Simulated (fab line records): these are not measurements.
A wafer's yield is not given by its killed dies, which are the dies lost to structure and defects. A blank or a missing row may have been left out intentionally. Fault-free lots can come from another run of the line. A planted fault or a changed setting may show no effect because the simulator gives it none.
Split-lot trial | flow n5Finfet | 21 wafers read across 7 lots, on a route 1938 steps long

## ON THE SPLIT
At N5_BEOL_M4_ETCH_70 (etches SOC in N2/H2, target depth 80 nm, overetch 24 nm, time 130 s), the setting sourceW was moved away from the recipe's 840 W on 10 of the 21 wafers read, by -16.5% to +16.8%. The other wafers ran this setting at the recipe's value.

The reading is taken at the split's own step.

## THE READING
rfVppV, in V, at N5_BEOL_M4_ETCH_70 (etches SOC in N2/H2, target depth 80 nm, overetch 24 nm, time 130 s). On this fab line, fault-free wafers typically give 523.7 V with a standard deviation of 2.7 V.

wafer  | tool, chamber at the split | sourceW as run, W | against the recipe | rfVppV, V | against lot-mates on the recipe
L080.1 | rieDiel-04, 2              | 728.7             | -13.2%             | 550.8     | +26.2
L080.2 | rieDiel-04, 3              | 840               | recipe             | 524.6     | -
L080.3 | rieDiel-04, 0              | 728.7             | -13.2%             | 551.1     | +26.5
L082.2 | rieDiel-01, 2              | 840               | recipe             | 526.0     | -
L082.3 | rieDiel-01, 1              | 840               | recipe             | 523.5     | -
L082.6 | rieDiel-01, 1              | 840               | recipe             | 524.2     | -
L085.4 | rieDiel-01, 3              | 981.4             | +16.8%             | 500.0     | -23.6
L085.5 | rieDiel-01, 2              | 840               | recipe             | 523.6     | -
L085.6 | rieDiel-01, 3              | 981.4             | +16.8%             | 501.4     | -22.2
L088.1 | rieDiel-01, 0              | 840               | recipe             | 522.6     | -
L088.5 | rieDiel-01, 2              | 701.3             | -16.5%             | 556.2     | +33.6
L088.6 | rieDiel-01, 1              | 701.3             | -16.5%             | 556.2     | +33.6
L094.1 | rieDiel-01, 1              | 840               | recipe             | 523.4     | -
L094.2 | rieDiel-01, 3              | 840               | recipe             | 525.6     | -
L094.5 | rieDiel-01, 2              | 958               | +14.0%             | 500.7     | -23.8
L097.3 | rieDiel-01, 0              | 887.9             | +5.7%              | 511.6     | -11.8
L097.4 | rieDiel-01, 1              | 840               | recipe             | 523.4     | -
L097.6 | rieDiel-01, 0              | 887.9             | +5.7%              | 512.5     | -10.9
L096.3 | rieDiel-05, 0              | 712.3             | -15.2%             | 550.2     | +29.7
L096.4 | rieDiel-05, 0              | 840               | recipe             | 520.6     | -
L096.5 | rieDiel-05, 1              | 840               | recipe             | 520.5     | -

FIT RESULTS
A straight line over all 21 wafers: rfVppV changes by -1.74 V for each +1% of sourceW; r = -0.99; the points scatter about the line by 2.9 V.
The same after taking each lot's own level away (the mean of its wafers on the recipe; 21 wafers): -1.77 V for each +1%; r = -0.99; scatter 2.6 V.
That fit puts the effect of the largest move of sourceW on the reading at 30 V.
The lots' own levels span 520.55 to 524.60 V, that is 1.5 times the standard deviation above.
So the lot-to-lot level changes the slope little: the two slopes agree.
Check: -29.7 V against its lot-mates is what the line predicts for one of the wafers moved furthest among these (+16.8%) when that wafer is left out of the fit. Against them it came out at -23.6 V.
Tool readings at the split's step, against how far the setting was moved: rfVppV r = -0.99.

## FURTHER SPLITS ON THESE WAFERS
Note: prior to the reading, these wafers also went through further splits. Each is held against what the fit with the lots' levels taken away leaves over:
other split on the same wafers  | wafers away from the commonest value | r with rfVppV (lot level and that fit taken away)
N5_BEOL_M3_EXPOSE_25 doseMj     | 5                                    | +0.18
N5_BEOL_M3_TRENCH_ETCH_37 biasW | 10                                   | -0.21
N5_BEOL_M3_ETCH_41 targetDepthA | 8                                    | -0.14

## THE FILE'S OWN FIT
rfVppV changes by -1.79 V for each +1% of sourceW, r = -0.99.
